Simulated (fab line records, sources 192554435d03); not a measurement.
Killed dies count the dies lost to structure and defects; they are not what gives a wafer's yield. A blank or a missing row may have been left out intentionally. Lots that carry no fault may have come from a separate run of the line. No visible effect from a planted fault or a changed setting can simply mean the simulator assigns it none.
A struck lot beside a sound one / flow n5Finfet / 24 steps out of a route of 1938
Sound: these wafers, L646.1, L646.2, L646.5. Struck: wafers L656.1, L656.2, L656.4. At the end, the cause is stated.
For every step that has rows: the tool of each side, followed by ch and its chambers, followed by its first start. Under that, the readings that differ: sound wafers / struck wafers / difference of the means / sigmas: that difference in standard deviations of wafers without a fault.
alike: a reading whose means differ by less than 2 such deviations, as well as words and numbers matching on both sides. not compared: withheld readings; readings where some wafer has no value; bounds like >300 that might hide an equal value; numbers whose values overlap and for which the record gives no deviation.
Wherever a step has rows on one side only, a row that says differs or no value, or a row with sigmas, the two part there. Numbers that have no deviation but don't overlap get no sigmas and don't part them. Lack of a reading on every wafer of one side parts them only where that side has two or more wafers.

first, 9 steps without rows for these wafers: N5_BEOL_M1_ILD_DEP_00 (deposits SiOC from DEMS/O2, target thk 79 nm, time 15.3 s); N5_BEOL_M1_PECVD_72 (deposits SiO2 from TEOS/O2, target thk 16 nm, time 18 s); N5_BEOL_M1_HM_DEP_02 (deposits TiN, target thk 20 nm); N5_BEOL_M1_COAT_61 (time 60 s, resist thk 60 nm); N5_BEOL_M1_COAT_62 (time 60 s, resist thk 12 nm); N5_BEOL_M1_COAT_73 (time 60 s, resist thk 5 nm); N5_BEOL_M1_COAT_05 (resist thk 30 nm); N5_BEOL_M1_EBR_07; N5_BEOL_M1_SOFTBAKE_06 (time 60 s).
N5_BEOL_M1_EXPOSE_08: exposes mask M1.
  sound on euvScanner-01 ch 0, day 6 08:02; struck on euvScanner-01 ch 0, day 9 06:11
reading=exposureDoseMJCm2; sound=32.93 32.96 32.98; struck=31.53 31.56 31.58; difference=-1.40; sigmas=-27
  alike: mask
then, 2 steps without rows for these wafers: N5_BEOL_M1_PEB_09 (peb time 60 s); N5_BEOL_M1_DEVELOP_10 (develop time 30 s).
N5_BEOL_M1_CD_MEAS_11: the cd target is 17.05 nm.
  sound on cdSem-02 ch 0, day 6 08:10; struck on cdSem-03 ch 0, day 9 06:18
reading=cdNm (nm); sound=16.94 17.18 17.19; struck=15.87 15.95 15.77; difference=-1.24; sigmas=-5
then, 1 step without rows for these wafers: N5_BEOL_M1_DESCUM_16 (chemistry O2, time 7 s).
N5_BEOL_M1_ETCH_74: etches underlayer in N2/H2, target depth 6.5 nm, time 5.2 s.
  sound on rieDiel-05 ch 2,3, day 6 08:20; struck on rieDiel-05 ch 1,2,3, day 9 06:28
reading=model.BEOL_M1.cdOffsetNm (nm); sound=0 0.6 0.4; struck=-0.8 -0.8 -1.2; difference=-1.3; sigmas=
  alike: drypumpMotorCurrentA, etchRfOnTimeS, oesProductAu, rfVppV, showerheadPlenumPTorr, throttleValvePct
  not compared: rfHoursCounterH
then, 5 steps without rows for these wafers: N5_BEOL_M1_ETCH_63 (etches SiARC in CF4, target depth 15.6 nm, time 26 s); N5_BEOL_M1_ETCH_64 (etches SOC in N2/H2, target depth 75 nm, overetch 15 nm, time 112.5 s); N5_BEOL_M1_STRIP_65 (strips in N2/H2); N5_BEOL_M1_STRIP_75 (strips in N2/H2); N5_BEOL_M1_STRIP_66 (strips in CF4).
N5_BEOL_M1_HM_OPEN_17: chemistry Cl2/BCl3, target TiN, target depth 20 nm, overetch 6 nm.
  sound on rieMetal-01 ch 0,1, day 6 08:32; struck on rieMetal-02 ch 0,1, day 9 06:40
  alike: bcl3FlowSccm, drypumpMotorCurrentA, mfcArSccm, oesProductAu, throttleValvePct
  not compared: rfHoursCounterH, model.BEOL_M1.cdOffsetNm
then, 1 step without rows for these wafers: N5_BEOL_M1_STRIP_19 (strips in O2).
N5_BEOL_M4_RC_MEAS_101:
  sound on prober-02 ch 0, day 7 22:50; struck on prober-01 ch 0, day 10 21:51
  alike: DIBL_N, DIBL_P, IOFF_N, IOFF_P, ION_N, ION_P, SS_N, SS_P, VT_N, VT_P
-- record jumps: 4 days separate the struck wafers' starts on either side; left off in module BEOL_M4, taken up again in module PASSIVATION, whose first shown step is the route's number 1936 --
N5_PASSIVATION_PROBE_49:
  sound on prober-01 at day 12 02:26; struck on prober-02 at day 15 09:44
reading=defectLimitedYield (%); sound=91.9 90.6 92.6; struck=86.3 86.5 86.3; difference=-5.3; sigmas=-4
reading=killed_at_M0_to_M3; sound=30 43 25; struck=80 96 92; difference=+57; sigmas=+6
reading=killedDies; sound=95 111 87; struck=162 159 162; difference=+63; sigmas=+4
reading=sort_bin_5_function (%); sound=4.5 5.6 4.7; struck=7.5 8.5 7.6; difference=+2.9; sigmas=+3
reading=sort_bin_6_memory (%); sound=3.3 3.6 2.4; struck=5.6 4.8 5.1; difference=+2.1; sigmas=+3
reading=sortNPass; sound=1085 1069 1093; struck=1018 1021 1018; difference=-63; sigmas=-4
  alike: killed_at_M4_up, killedAtContacts, killedAtFrontEnd, killedAtOther, killedOpen, killedShort, sort_bin_8_speed

WHERE THEY PART
Last at N5_PASSIVATION_PROBE_49 as far as this record goes, first at N5_BEOL_M1_EXPOSE_08.

WHY: whatever the simulator had introduced
Process parameters drifting: euvScanner-01 at N5_BEOL_M1_EXPOSE_08, beginning at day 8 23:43. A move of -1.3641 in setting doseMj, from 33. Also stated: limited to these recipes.
